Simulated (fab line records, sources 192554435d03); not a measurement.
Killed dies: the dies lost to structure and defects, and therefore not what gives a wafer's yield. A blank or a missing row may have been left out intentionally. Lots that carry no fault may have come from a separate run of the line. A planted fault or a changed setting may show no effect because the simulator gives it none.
Which of the tools did it? || flow n5-finfet || 12 lots, 36 wafers sampled, at 2 steps of a route of 1938

== WHAT EACH GAUGE READ, for each wafer ==
N5_BEOL_M1_CD_MEAS_28: target cd y 23.3 nm.
{"lot": "L076", "measured": "day 6 16:32", "on": "cd-sem-03", "cd-nm (nm)": "23.89 24.09 23.85"}
{"lot": "L077", "measured": "day 6 22:49", "on": "cd-sem-01", "cd-nm (nm)": "24.21 24.13 24.08"}
{"lot": "L079", "measured": "day 7 17:14", "on": "cd-sem-01", "cd-nm (nm)": "23.96 24.11 23.69"}
{"lot": "L081", "measured": "day 7 22:07", "on": "cd-sem-02", "cd-nm (nm)": "23.89 24.06 24.03"}
{"lot": "L083", "measured": "day 8 13:39", "on": "cd-sem-01", "cd-nm (nm)": "23.91 24.41 23.96"}
{"lot": "L085", "measured": "day 8 23:49", "on": "cd-sem-01", "cd-nm (nm)": "23.88 23.94 24.46"}
{"lot": "L087", "measured": "day 9 06:31", "on": "cd-sem-03", "cd-nm (nm)": "23.75 23.78 23.74"}
{"lot": "L089", "measured": "day 9 21:59", "on": "cd-sem-01", "cd-nm (nm)": "24.41 24.14 23.68"}
{"lot": "L091", "measured": "day 10 06:05", "on": "cd-sem-02", "cd-nm (nm)": "24.02 23.61 24.01"}
{"lot": "L093", "measured": "day 10 23:55", "on": "cd-sem-02", "cd-nm (nm)": "23.52 23.69 23.78"}
{"lot": "L095", "measured": "day 11 17:04", "on": "cd-sem-03", "cd-nm (nm)": "23.72 24.38 24.50"}
{"lot": "L097", "measured": "day 11 21:11", "on": "cd-sem-01", "cd-nm (nm)": "23.62 23.75 24.30"}

== WHAT TOOL EACH LOT RAN ON (gives the tool, then ch and the chambers of the sampled wafers, and finally the start) ==
{"lot": "L076", "N5_BEOL_M1_STRIP_66": "rie-diel-04 ch 0,2,3, day 6 15:52"}
{"lot": "L077", "N5_BEOL_M1_STRIP_66": "rie-diel-04 ch 1,2,3, day 6 22:17"}
{"lot": "L079", "N5_BEOL_M1_STRIP_66": "rie-diel-04 ch 0,1,3, day 7 16:31"}
{"lot": "L081", "N5_BEOL_M1_STRIP_66": "rie-diel-04 ch 1,2, day 7 21:35"}
{"lot": "L083", "N5_BEOL_M1_STRIP_66": "rie-diel-02 ch 0,3, day 8 12:49"}
{"lot": "L085", "N5_BEOL_M1_STRIP_66": "rie-diel-04 ch 1,3, day 8 23:09"}
{"lot": "L087", "N5_BEOL_M1_STRIP_66": "rie-diel-03 ch 1,3, day 9 05:57"}
{"lot": "L089", "N5_BEOL_M1_STRIP_66": "rie-diel-03 ch 1,2,3, day 9 21:26"}
{"lot": "L091", "N5_BEOL_M1_STRIP_66": "rie-diel-02 ch 1,2,3, day 10 05:30"}
{"lot": "L093", "N5_BEOL_M1_STRIP_66": "rie-diel-02 ch 0,2,3, day 10 23:22"}
{"lot": "L095", "N5_BEOL_M1_STRIP_66": "rie-diel-04 ch 0,2, day 11 16:20"}
{"lot": "L097", "N5_BEOL_M1_STRIP_66": "rie-diel-03 ch 0,2, day 11 20:39"}
- N5_BEOL_M1_STRIP_66: strips in CF4.

== THE ANSWER, worked out from the rows above alone ==
Rule: the usual values come from the lots themselves. Put in order of their means at a reading, lots are off if they are a third of the lots or fewer, leave a main group of 4 or more, and stand apart from it by a gap of 3 or more times the standard deviation of the main group's means; of several such gaps the widest counts. The tables above print the reading to a certain number of digits; a main group whose means all agree to those digits is not used. A lot without any number at a reading at which 4 lots or more have one is off too. Any other lot the step has rows for is counted as sound.
None of the lots is off at any reading shown; this tells nothing.

== WHAT THE SIMULATOR HAD PUT IN ==
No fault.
